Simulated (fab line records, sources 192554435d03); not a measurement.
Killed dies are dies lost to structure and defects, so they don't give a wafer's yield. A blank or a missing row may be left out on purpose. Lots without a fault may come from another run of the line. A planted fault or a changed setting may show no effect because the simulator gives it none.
Split-lot experiment | flow n5_finfet | 7 lots, 39 wafers read, on a route of 1938 steps

THE SPLIT
At N5_PMOS_HMC_CHANNEL_EPI_ETCH_38 (etches SiO2 in CF4, target depth 1.5 nm), the setting target_depth_a was moved away from the recipe's 15 angstrom on 18 of the 39 wafers read, by -49.9% to +58.5%. The other wafers ran this setting at the recipe's value.

The reading is taken at the split's own step.

THE READING
etch.depth_nm (the simulator's own value, which no gauge read), in nm, at N5_PMOS_HMC_CHANNEL_EPI_ETCH_38 (etches SiO2 in CF4, target depth 1.5 nm). The file gives no usual value for it. The 21 wafers here that ran the recipe average 1.5050 nm, standard deviation 0.048 nm.

wafer  | tool, chamber at the split | target_depth_a as run, angstrom | against the recipe | etch.depth_nm, nm | against lot-mates on the recipe
L080.1 | rie_si-05, 2               | 7.861                           | -47.6%             | 0.7635            | -0.7155
L080.2 | rie_si-05, 1               | 15                              | recipe             | 1.473             | -
L080.3 | rie_si-05, 3               | 15                              | recipe             | 1.472             | -
L080.4 | rie_si-05, 0               | 7.861                           | -47.6%             | 0.8188            | -0.6602
L080.5 | rie_si-05, 0               | 7.861                           | -47.6%             | 0.8262            | -0.6528
L080.6 | rie_si-05, 1               | 15                              | recipe             | 1.492             | -
L083.1 | rie_si-04, 1               | 15                              | recipe             | 1.577             | -
L083.2 | rie_si-04, 2               | 15                              | recipe             | 1.468             | -
L083.3 | rie_si-04, 3               | 22.94                           | +52.9%             | 2.264             | +0.7497
L083.4 | rie_si-04, 0               | 15                              | recipe             | 1.498             | -
L083.5 | rie_si-04, 3               | 22.94                           | +52.9%             | 2.27              | +0.7557
L083.6 | rie_si-04, 2               | 22.94                           | +52.9%             | 2.239             | +0.7247
L089.1 | rie_si-05, 0               | 15                              | recipe             | 1.573             | -
L089.2 | rie_si-05, 3               | 23.77                           | +58.5%             | 2.342             | +0.8437
L089.3 | rie_si-05, 2               | 15                              | recipe             | 1.469             | -
L089.4 | rie_si-05, 1               | 23.77                           | +58.5%             | 2.284             | +0.7857
L089.5 | rie_si-05, 1               | 15                              | recipe             | 1.453             | -
L089.6 | rie_si-05, 2               | 23.77                           | +58.5%             | 2.336             | +0.8377
L090.1 | rie_si-05, 0               | 17.96                           | +19.7%             | 1.887             | +0.3777
L090.2 | rie_si-05, 3               | 17.96                           | +19.7%             | 1.76              | +0.2507
L090.3 | rie_si-05, 1               | 15                              | recipe             | 1.467             | -
L090.4 | rie_si-05, 2               | 17.96                           | +19.7%             | 1.767             | +0.2577
L090.5 | rie_si-05, 0               | 15                              | recipe             | 1.58              | -
L090.6 | rie_si-05, 3               | 15                              | recipe             | 1.481             | -
L092.3 | rie_si-05, 0               | 15                              | recipe             | 1.565             | -
L092.4 | rie_si-05, 2               | 15                              | recipe             | 1.479             | -
L092.5 | rie_si-05, 0               | 15                              | recipe             | 1.561             | -
L094.1 | rie_si-04, 3               | 20.48                           | +36.5%             | 2.011             | +0.4947
L094.2 | rie_si-04, 2               | 20.48                           | +36.5%             | 1.977             | +0.4607
L094.3 | rie_si-04, 1               | 15                              | recipe             | 1.578             | -
L094.4 | rie_si-04, 0               | 15                              | recipe             | 1.481             | -
L094.5 | rie_si-04, 3               | 15                              | recipe             | 1.49              | -
L094.6 | rie_si-04, 0               | 20.48                           | +36.5%             | 2.004             | +0.4877
L097.1 | rie_si-04, 2               | 15                              | recipe             | 1.434             | -
L097.2 | rie_si-04, 3               | 7.513                           | -49.9%             | 0.7346            | -0.7484
L097.3 | rie_si-04, 0               | 7.513                           | -49.9%             | 0.73              | -0.7530
L097.4 | rie_si-04, 1               | 15                              | recipe             | 1.56              | -
L097.5 | rie_si-04, 0               | 15                              | recipe             | 1.455             | -
L097.6 | rie_si-04, 1               | 7.513                           | -49.9%             | 0.7742            | -0.7088

THE FIT
A straight line over all 39 wafers: etch.depth_nm changes by +0.0144 nm for each +1% of target_depth_a; r = +1.00; the points scatter about the line by 0.045 nm.
The same after taking each lot's own level away (the mean of its wafers on the recipe; 39 wafers): +0.0142 nm for each +1%; r = +1.00; scatter 0.042 nm.
On that fit, the largest move of target_depth_a shifts the reading by 0.83 nm.
The lots' own levels span 1.47900 to 1.53500 nm, that is 1.2 times the standard deviation above.
So the lot-to-lot level changes the slope little: the two slopes agree.
Check: with one of the wafers moved furthest among these (+58.5%) left out of the fit, the line predicts +0.822 nm for it against its lot-mates. It came out at +0.844 nm against them.

OTHER SPLITS ON THESE WAFERS
These wafers also went through other splits before the reading. Each is held against what the fit with the lots' levels taken away leaves over:
other split on the same wafers          | wafers away from the commonest value | r with etch.depth_nm (lot level and that fit taken away)
N5_ZERO_LAYER_DEVELOP_10 develop_time_s | 12                                   | -0.14

THE FILE'S OWN FIT
etch.depth_nm changes by +0.0142 nm for each +1% of target_depth_a, r = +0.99.
